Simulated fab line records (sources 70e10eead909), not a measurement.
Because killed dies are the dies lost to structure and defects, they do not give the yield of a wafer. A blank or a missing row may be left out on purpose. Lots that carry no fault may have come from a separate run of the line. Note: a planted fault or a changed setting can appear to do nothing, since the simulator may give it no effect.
Which tool did it? -- flow nandHarc -- 39 wafers from 13 lots sampled at 5 of the route's 1159 steps

## WHAT THE GAUGES SHOWED, per wafer
NHARC_END_SORT_01. Usual: killedAtArray 26, standard deviation 9.9; killedAtOther 0.8, standard deviation 1; killedAtPeriphery 2.8, standard deviation 2.2; killedDies 29, standard deviation 9.9; killedOpen 3.2, standard deviation 1.8; killedShort 2.1, standard deviation 1.4.
lot,measured,on,killedAtArray,killedAtOther,killedAtPeriphery,killedDies,killedOpen,killedShort,flag
L405,day 21 00:56,prober-02,39 31 43,0 2 1,638 644 633,677 677 677,6 3 6,1 1 1,OFF
L407,day 21 18:07,prober-02,24 16 17,0 1 2,653 660 658,677 677 677,4 2 1,3 3 0,OFF
L417,day 24 00:08,prober-01,29 12 12,2 1 1,3 1 1,34 14 14,5 3 1,2 3 1,

## WHAT TOOL EACH LOT RAN ON (gives the tool, then ch and the chambers of the sampled wafers, and finally the start)
lot,NHARC_P_GATE_DESCUM_61,NHARC_P_GATE_STRIP_112,NHARC_P_GATE_DEGAS_109,NHARC_P_GATE_RTA_80
L398,"rieDiel-07 ch 1,2,3, day 5 03:59","plasmaAsher-02 ch 0,1, day 5 04:41","pvdSputter-02, day 5 07:56","rtpAnneal-01 ch 0, day 5 08:14"
L404,"rieDiel-09 ch 0,3, day 6 13:21","plasmaAsher-02 ch 0,1, day 6 13:48","pvdSputter-03, day 6 17:04","rtpAnneal-02 ch 0, day 6 17:24"
L405,"rieDiel-08 ch 2,3, day 7 01:58","plasmaAsher-01 ch 0,1, day 7 02:22","pvdSputter-01, day 7 05:31","rtpAnneal-01, day 7 05:48"
L407,"rieDiel-07 ch 1,2, day 7 08:40","plasmaAsher-02 ch 0,1, day 7 09:07","pvdSputter-03, day 7 12:20","rtpAnneal-02, day 7 12:41"
L410,"rieDiel-09 ch 0,1,2, day 8 14:25","plasmaAsher-02 ch 0,1, day 8 14:55","pvdSputter-02, day 8 18:12","rtpAnneal-01 ch 0, day 8 18:30"
L413,"rieDiel-07 ch 0,2, day 9 04:59","plasmaAsher-01 ch 0,1, day 9 05:25","pvdSputter-03, day 9 08:32","rtpAnneal-02 ch 0, day 9 08:51"
L414,"rieDiel-09 ch 0,1,3, day 9 05:27","plasmaAsher-02 ch 0,1, day 9 05:51","pvdSputter-01, day 9 09:18","rtpAnneal-01 ch 0, day 9 09:36"
L415,"rieDiel-08 ch 1,2,3, day 9 18:11","plasmaAsher-02 ch 1, day 9 18:33","pvdSputter-03, day 9 21:52","rtpAnneal-02 ch 0, day 9 22:10"
L417,"rieDiel-07 ch 0,2,3, day 9 21:56","plasmaAsher-02 ch 0,1, day 9 22:21","pvdSputter-01, day 10 01:43","rtpAnneal-02 ch 0, day 10 02:02"
L418,"rieDiel-09 ch 2,3, day 10 08:37","plasmaAsher-01 ch 0,1, day 10 09:04","pvdSputter-03, day 10 12:11","rtpAnneal-02 ch 0, day 10 12:31"
L419,"rieDiel-09 ch 1,3, day 10 09:08","plasmaAsher-02 ch 0,1, day 10 09:32","pvdSputter-01, day 10 12:56","rtpAnneal-02 ch 0, day 10 13:29"
L421,"rieDiel-09 ch 0,1, day 10 19:19","plasmaAsher-01 ch 0,1, day 10 19:44","pvdSputter-02, day 10 23:22","rtpAnneal-01 ch 0, day 10 23:40"
L420,"rieDiel-09 ch 0,2,3, day 10 20:35","plasmaAsher-01 ch 0,1, day 10 20:58","pvdSputter-01, day 11 00:27","rtpAnneal-02 ch 0, day 11 00:44"
- NHARC_P_GATE_DESCUM_61: chemistry O2, time 3 s.
- NHARC_P_GATE_STRIP_112: strips in N2/H2, time 200 s.
- NHARC_P_GATE_DEGAS_109: time 60 s.
- NHARC_P_GATE_RTA_80: time 30 s.

## WHAT THE TOOLS THEMSELVES READ (means of the sampled wafers that have a number; where no wafer has one, the mark that the record gives instead)
NHARC_P_GATE_DESCUM_61. Usual: drypumpMotorCurrentA 5.8 A, standard deviation 0.53; oesProductAu 0.999 a.u., standard deviation 0.0078; rfVppV 57.8 V, standard deviation 0.83; showerheadPlenumPTorr 1.92 Torr, standard deviation 0.073; throttleValvePct 11.311 %, standard deviation 0.009.
lot,tool,drypumpMotorCurrentA (A),oesProductAu (a.u.),rfVppV (V),showerheadPlenumPTorr (Torr),throttleValvePct (%),flag
L398,rieDiel-07,5.2,0.999,58.3,1.91,11.309,
L404,rieDiel-09,6.0,0.998,58.0,1.92,11.314,
L405,rieDiel-08,6.3,1.013,57.5,1.87,11.312,
L407,rieDiel-07,4.9,1.002,58.5,1.95,11.320,
L410,rieDiel-09,5.9,0.992,58.4,1.95,11.306,
L413,rieDiel-07,5.0,1.005,56.7,1.89,11.319,
L414,rieDiel-09,5.9,1.001,57.0,1.91,11.313,
L415,rieDiel-08,6.4,1.005,58.2,1.92,11.317,
L417,rieDiel-07,5.2,1.009,57.5,1.84,11.312,
L418,rieDiel-09,6.2,1.001,57.5,1.95,11.319,
L419,rieDiel-09,6.2,0.993,57.6,1.87,11.315,
L421,rieDiel-09,5.6,0.997,58.0,1.94,11.312,
L420,rieDiel-09,6.0,0.995,58.0,1.95,11.302,

NHARC_P_GATE_STRIP_112. Usual: drypumpMotorCurrentA 5.3 A, standard deviation 0.33; heaterPowerW 100 W, standard deviation 8; rfReflPowerW 21 W, standard deviation 4.1.
lot,tool,drypumpMotorCurrentA (A),heaterPowerW (W),rfReflPowerW (W),flag
L398,plasmaAsher-02,5.2,101,22,
L404,plasmaAsher-02,5.2,102,23,
L405,plasmaAsher-01,5.4,96,21,
L407,plasmaAsher-02,5.2,102,23,
L410,plasmaAsher-02,5.2,101,22,
L413,plasmaAsher-01,5.6,91,22,
L414,plasmaAsher-02,5.1,106,20,
L415,plasmaAsher-02,5.0,110,16,
L417,plasmaAsher-02,5.2,101,22,
L418,plasmaAsher-01,5.6,92,22,
L419,plasmaAsher-02,5.2,101,23,
L421,plasmaAsher-01,5.4,96,21,
L420,plasmaAsher-01,5.4,95,21,

NHARC_P_GATE_DEGAS_109. Usual: heaterPowerW at 470 W, with a standard deviation of 54.
lot,tool,heaterPowerW (W),flag
L398,pvdSputter-02,461,
L404,pvdSputter-03,470,
L405,pvdSputter-01,489,
L407,pvdSputter-03,473,
L410,pvdSputter-02,466,
L413,pvdSputter-03,469,
L414,pvdSputter-01,488,
L415,pvdSputter-03,465,
L417,pvdSputter-01,493,
L418,pvdSputter-03,469,
L419,pvdSputter-01,465,
L421,pvdSputter-02,492,
L420,pvdSputter-01,493,

NHARC_P_GATE_RTA_80. Usual: annealTempCMax 301.15, standard deviation 0.27; lamp_zone_7_pct 1.994 %, standard deviation 0.014; wafer_temp_C_max 301.5, standard deviation 0.53.
lot,tool,annealTempCMax,lamp_zone_7_pct (%),wafer_temp_C_max,flag
L398,rtpAnneal-01,300.91,1.978,300.9,
L404,rtpAnneal-02,301.27,2.009,301.7,
L405,rtpAnneal-01,-,-,-,OFF
L407,rtpAnneal-02,-,-,-,OFF
L410,rtpAnneal-01,300.99,1.982,300.9,
L413,rtpAnneal-02,301.21,2.005,301.6,
L414,rtpAnneal-01,301.17,1.979,301.0,
L415,rtpAnneal-02,301.31,2.004,301.3,
L417,rtpAnneal-02,301.20,2.005,301.7,
L418,rtpAnneal-02,301.16,2.005,301.8,
L419,rtpAnneal-02,301.17,2.010,302.2,
L421,rtpAnneal-01,301.00,1.978,300.8,
L420,rtpAnneal-02,301.12,2.006,301.8,

## THE ANSWER, worked out from the rows above alone
Rule: take the mean of a lot's wafers that have a number; if it is more than 3 standard deviations from the usual mean, the lot is off. A lot without any number at a reading at which 4 lots or more have one is off too. The other lots that the step has rows for count as sound. After the gauges, taken in route order, come the tools' own readings; for these a lot's mean is taken, as printed above. The first step at which some lot is off is used, and at that step the reading that is off furthest; a lot without a number counts as furthest.
Off: L405, L407 (NHARC_END_SORT_01, killedAtPeriphery). Neither off nor sound, because the step has no rows for them: L398, L404, L410, L413, L414, L415, L418, L419, L421, L420.
If a tool, at a process step before that reading, ran all the lots that are off and no sound lot after the first of them, it fits. Not tried: the gauges at NHARC_END_SORT_01; whatever is off there is also off at NHARC_P_GATE_RTA_80, on other tools, and gauge error can't account for it. No candidate that was tried fits.

## WHAT HAD BEEN PUT IN BY THE SIMULATOR
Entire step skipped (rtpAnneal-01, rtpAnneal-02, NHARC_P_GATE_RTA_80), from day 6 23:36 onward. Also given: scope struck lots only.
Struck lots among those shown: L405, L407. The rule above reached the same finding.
